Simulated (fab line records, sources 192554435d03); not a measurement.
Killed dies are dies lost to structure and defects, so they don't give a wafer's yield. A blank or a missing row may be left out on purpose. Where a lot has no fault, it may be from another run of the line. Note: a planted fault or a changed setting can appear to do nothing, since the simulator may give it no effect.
Which tool did it? | flow n5Finfet | 9 lots, 27 wafers sampled, at 1 step of a route of 1938

== WHAT EACH GAUGE READ, for each wafer ==
N5_BEOL_M4_RC_MEAS_101. Usual: DIBL_N 36.0 mV/V, standard deviation 1.7; DIBL_P 36.0 mV/V, standard deviation 2; IOFF_N 0.156 nA/um, standard deviation 0.028; IOFF_P 0.21 nA/um, standard deviation 0.04; ION_N 673 uA/um, standard deviation 12; ION_P 463 uA/um, standard deviation 8.3; SS_N 71.4 mV/dec, standard deviation 0.6; SS_P 73.3 mV/dec, standard deviation 0.66; VT_N 250 mV, standard deviation 3; VT_P -250 mV, standard deviation 3.8.
lot  | measured     | on        | DIBL_N (mV/V)  | DIBL_P (mV/V)  | IOFF_N (nA/um)    | IOFF_P (nA/um) | ION_N (uA/um) | ION_P (uA/um) | SS_N (mV/dec)  | SS_P (mV/dec)  | VT_N (mV)   | VT_P (mV)      | flag
L321 | day 7 21:32  | prober-01 | 35.2 33.2 33.7 | 35.4 33.1 34.3 | 0.146 0.118 0.132 | 0.20 0.16 0.19 | 668 661 667   | 470 461 458   | 71.2 70.4 71.0 | 73.2 73.0 72.7 | 252 254 252 | -250 -253 -250 | 
L325 | day 8 13:30  | prober-01 | 36.4 35.6 35.0 | 39.0 36.4 36.8 | 0.167 0.153 0.141 | 0.26 0.22 0.21 | 684 667 660   | 469 466 462   | 72.0 71.8 70.9 | 73.6 72.4 73.0 | 249 253 251 | -245 -247 -249 | 
L326 | day 8 22:27  | prober-01 | 34.8 37.8 35.3 | 33.7 38.1 34.2 | 0.118 0.169 0.136 | 0.18 0.24 0.18 | 652 669 672   | 454 465 463   | 71.3 72.4 71.1 | 73.1 73.7 72.9 | 255 250 250 | -252 -246 -252 | 
L327 | day 9 11:20  | prober-02 | 39.3 36.9 38.1 | 39.6 36.2 36.6 | 0.205 0.154 0.160 | 0.27 0.21 0.21 | 676 662 662   | 471 456 455   | 72.0 71.2 71.5 | 75.0 74.1 74.0 | 248 254 254 | -247 -253 -254 | 
L334 | day 11 03:14 | prober-01 | 36.4 34.0 35.7 | 37.6 35.2 37.5 | 0.171 0.133 0.155 | 0.28 0.25 0.28 | 694 680 688   | 480 485 480   | 71.3 70.9 71.4 | 73.8 73.3 74.7 | 248 249 248 | -240 -243 -244 | 
L335 | day 11 05:07 | prober-01 | 35.5 37.3 37.1 | 34.7 36.9 37.1 | 0.141 0.182 0.174 | 0.20 0.23 0.24 | 656 684 688   | 460 472 467   | 70.8 71.4 71.6 | 73.3 72.7 73.9 | 254 249 249 | -251 -248 -248 | 
L337 | day 11 23:07 | prober-02 | 38.2 37.0 34.4 | 39.8 38.4 35.9 | 0.180 0.150 0.121 | 0.26 0.23 0.20 | 676 660 663   | 466 456 460   | 71.8 71.2 70.9 | 73.4 73.9 72.9 | 248 251 253 | -246 -247 -250 | 
L343 | day 13 10:40 | prober-01 | 35.1 36.1 35.9 | 35.2 36.0 36.8 | 0.132 0.156 0.150 | 0.16 0.18 0.19 | 676 674 680   | 463 461 462   | 70.9 71.5 71.0 | 72.4 73.2 72.9 | 251 250 251 | -254 -256 -253 | 
L341 | day 13 12:47 | prober-01 | 38.1 37.2 38.8 | 38.5 36.4 38.3 | 0.208 0.179 0.202 | 0.24 0.20 0.25 | 692 673 686   | 468 455 466   | 71.7 71.9 72.1 | 73.9 73.5 74.6 | 247 249 246 | -249 -254 -250 | 

== WHAT TOOL EACH LOT RAN ON (gives the tool, then ch and the chambers of the sampled wafers, and finally the start) ==
The record holds no process step before these readings.

== AS READ BY THE TOOLS THEMSELVES (means over the sampled wafers that have a number; for cases with no such wafer, the mark the record gives instead) ==
The record holds no such reading with a usual standard deviation.

== THE ANSWER, worked out from the rows above alone ==
Rule: lot off if the mean of its wafers having a number is beyond 3 standard deviations from the usual mean. Also off: a lot with no number at a reading for which 4 or more lots have one. Any other lot the step has rows for is counted as sound. After the gauges, taken in route order, come the tools' own readings; for these a lot's mean is taken, as printed above. At the first step where some lot is off, the reading lying furthest off is the one used; lots without a number count as furthest.
None of the lots is off at any reading shown; this tells nothing.

== WHAT THE SIMULATOR PUT IN ==
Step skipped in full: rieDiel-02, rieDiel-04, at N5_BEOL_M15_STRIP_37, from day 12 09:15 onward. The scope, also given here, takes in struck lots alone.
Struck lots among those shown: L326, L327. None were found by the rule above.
